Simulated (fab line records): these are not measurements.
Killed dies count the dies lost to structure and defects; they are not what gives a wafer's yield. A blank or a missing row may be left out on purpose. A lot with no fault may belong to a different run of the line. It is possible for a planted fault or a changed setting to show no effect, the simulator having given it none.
Struck lot and sound lot, side by side | flow n5 finfet | 16 steps out of a route of 1938
Sound: these wafers, L467.1, L467.3, L467.6. Struck: wafer L472.6 (L472.1, L472.5, from the same lot, were not struck and are left out); the cause is given at the end.
At each step with rows: each side's tool, then ch and its chambers, then its first start. Under that, the readings that differ: sound wafers | struck wafers | difference of the means | sigmas: that difference in standard deviations of wafers without a fault.
alike: same words and numbers on both sides, and readings whose means sit less than 2 such deviations apart. not compared: any withheld reading, any reading some wafer has no value for, any bound like >300 that may hide the same value, and any number with overlapping values for which the record gives no deviation.
A row with sigmas, a row that says differs or no value, or rows on one side alone: a step with any of these is where the two part. When numbers do not overlap yet have no deviation, they are printed without sigmas and do not part them. Lack of a reading on every wafer of one side parts them only where that side has two or more wafers.

first, 8 steps without rows for these wafers: N5_SD_EPI_P_COAT_34 (time 60 s, resist thk 350 nm); N5_SD_EPI_P_COAT_35 (time 60 s, resist thk 35 nm); N5_SD_EPI_P_COAT_03 (resist thk 150 nm); N5_SD_EPI_P_EBR_05; N5_SD_EPI_P_SOFTBAKE_04 (time 60 s); N5_SD_EPI_P_EXPOSE_06 (exposes mask SD P BLK, target cd 240 nm); N5_SD_EPI_P_PEB_07 (peb time 60 s); N5_SD_EPI_P_DEVELOP_08 (develop time 30 s).
N5_SD_EPI_P_CD_MEAS_09: the cd target is 240 nm.
  sound on cd sem-01 ch 0, day 4 19:19; struck on cd sem-02 ch 0, day 6 02:25
  alike: cd nm
N5_SD_EPI_P_OVL_MEAS_10:
  sound on overlay-02 ch 0, day 4 19:21; struck on overlay-02 ch 0, day 6 02:27
  alike: SD_P_BLK_OVL
N5_SD_EPI_P_INSPECT_11: inspects for defects (macro).
  sound on defect inspect-01 at day 4 19:23; struck on defect inspect-02 at day 6 02:28
  alike: raw defect count
N5_SD_EPI_P_DESCUM_14: chemistry O2, time 7.9 s.
  sound on rie diel-02 ch 1,2,3, day 4 19:25; struck on rie diel-06 ch 1, day 6 02:31
  alike: chamber pressure mTorr, drypump motor current A, oes product au, rf vpp V, showerhead plenum p Torr, temp c, throttle valve pct
  not compared: rf hours counter h
N5_SD_EPI_P_ETCH_36: etches SiARC in CF4, target depth 45.5 nm, time 75.8 s.
  sound on rie diel-02 ch 1,2,3, day 4 19:27; struck on rie diel-06 ch 1, day 6 02:32
  reading               | sound          | struck | difference | sigmas
  etch rf on time s (s) | 78.2 79.2 79.5 | 54.1   | -24.9      | -11
  oes product au (a.u.) | 0.73 0.71 0.62 | 0.89   | +0.20      | +4
  alike: chamber pressure mTorr, drypump motor current A, rf vpp V, showerhead plenum p Torr, throttle valve pct
  not compared: rf hours counter h
N5_SD_EPI_P_ETCH_37: etches SOC in N2/H2, overetch 108 nm, time 486 s.
  sound on rie diel-02 ch 1,2,3, day 4 19:30; struck on rie diel-06 ch 1, day 6 02:36
  alike: chamber pressure mTorr, drypump motor current A, oes product au, rf vpp V, showerhead plenum p Torr, temp c, throttle valve pct
  not compared: rf hours counter h
-- the record jumps here: 8 days lie between the struck wafers' starts before and after (it left off in module SD_EPI_P and takes up again in module BEOL_M4, whose first step shown is number 1111 of the route) --
N5_BEOL_M4_RC_MEAS_101:
  sound on prober-02 ch 0, day 12 13:32; struck on prober-02 ch 0, day 14 05:25
  reading       | sound       | struck | difference | sigmas
  ION_N (uA/um) | 680 681 670 | 648    | -29        | -2
  alike: DIBL_N, DIBL_P, IOFF_N, IOFF_P, ION_P, SS_N, SS_P, VT_N, VT_P
then, 1 step without rows for these wafers: N5_PASSIVATION_PROBE_49.

## WHERE THEY PART
At N5_SD_EPI_P_ETCH_36 first; at N5_BEOL_M4_RC_MEAS_101 last (within this record only).

WHY: what had been put in by the simulator
rie diel-06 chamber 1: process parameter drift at N5_SD_EPI_P_ETCH_36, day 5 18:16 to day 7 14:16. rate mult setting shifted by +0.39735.
